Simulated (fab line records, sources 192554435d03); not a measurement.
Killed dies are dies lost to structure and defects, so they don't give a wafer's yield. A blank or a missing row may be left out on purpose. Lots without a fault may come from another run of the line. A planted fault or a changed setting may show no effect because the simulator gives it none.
Chamber matching | flow n5_finfet | N5_MIM_BOT_ETCH_ETCH_04 on rie_diel-01: 4 sister chambers
The step etches SiNx in CF4/O2, target depth 26 nm, time 13 s. 16 wafers are shown with their chamber, then 8 later ones without.

WAFERS WITH THEIR CHAMBER
wafer  | chamber | drypump_motor_current_A (A) | showerhead_plenum_p_Torr (Torr) | throttle_valve_pct (%)
L074.2 | 2       | 6.4                         | 2.23                            | 15.67
L074.4 | 0       | 4.9                         | 2.12                            | 16.10
L074.6 | 2       | 6.5                         | 2.23                            | 15.67
L075.1 | 0       | 4.9                         | 2.12                            | 16.12
L075.4 | 2       | 6.4                         | 2.23                            | 15.69
L075.6 | 2       | 6.4                         | 2.23                            | 15.69
L081.3 | 0       | 4.9                         | 2.12                            | 16.16
L081.5 | 3       | 5.2                         | 2.14                            | 15.74
L081.6 | 0       | 4.9                         | 2.12                            | 16.15
L085.2 | 1       | 5.1                         | 2.18                            | 16.02
L085.3 | 0       | 4.9                         | 2.12                            | 16.16
L085.5 | 2       | 6.5                         | 2.22                            | 15.70
L088.2 | 3       | 5.2                         | 2.14                            | 15.74
L088.4 | 0       | 4.9                         | 2.11                            | 16.18
L088.5 | 3       | 5.2                         | 2.14                            | 15.72
L090.1 | 0       | 4.9                         | 2.11                            | 16.17

SIGNATURES (means of the wafers above)
reading                  | chamber 0 | chamber 1 | chamber 2 | chamber 3 | scatter within a chamber
drypump_motor_current_A  | 4.900     | 5.100     | 6.440     | 5.200     | 0.0316
showerhead_plenum_p_Torr | 2.1171    | 2.1800    | 2.2280    | 2.1400    | 0.00431
throttle_valve_pct       | 16.1486   | 16.0200   | 15.6840   | 15.7333   | 0.0221
Rule: a wafer's distance from a chamber is the root of the sum, over the readings, of the square of ((its reading less the chamber's mean) divided by the reading's scatter). The wafer belongs to the nearest chamber; if the next one is less than 2 further off, it can't be placed. The scatter: the root of (the sum of the squares of (reading less its chamber's mean) over the shown wafers, divided by (wafers less chambers)).

WAFERS WITHOUT THEIR CHAMBER
wafer  | drypump_motor_current_A (A) | showerhead_plenum_p_Torr (Torr) | throttle_valve_pct (%)
L090.3 | 5.1                         | 2.17                            | 16.07
L090.5 | 5.2                         | 2.14                            | 15.75
L091.3 | 4.9                         | 2.11                            | 16.18
L091.5 | 5.0                         | 2.17                            | 16.06
L091.6 | 6.4                         | 2.22                            | 15.76
L096.1 | 4.9                         | 2.11                            | 16.22
L096.2 | 5.1                         | 2.17                            | 16.09
L096.5 | 5.0                         | 2.17                            | 16.09

WHICH CHAMBER EACH WENT THROUGH
wafer  | from the rows above | in truth
L090.3 | 1                   | 1
L090.5 | 3                   | 3
L091.3 | 0                   | 0
L091.5 | 1                   | 1
L091.6 | 2                   | 2
L096.1 | 0                   | 0
L096.2 | 1                   | 1
L096.5 | 1                   | 1
Placed correctly: 8 of 8. Can't be placed from these rows: 0. Placed wrongly: 0.
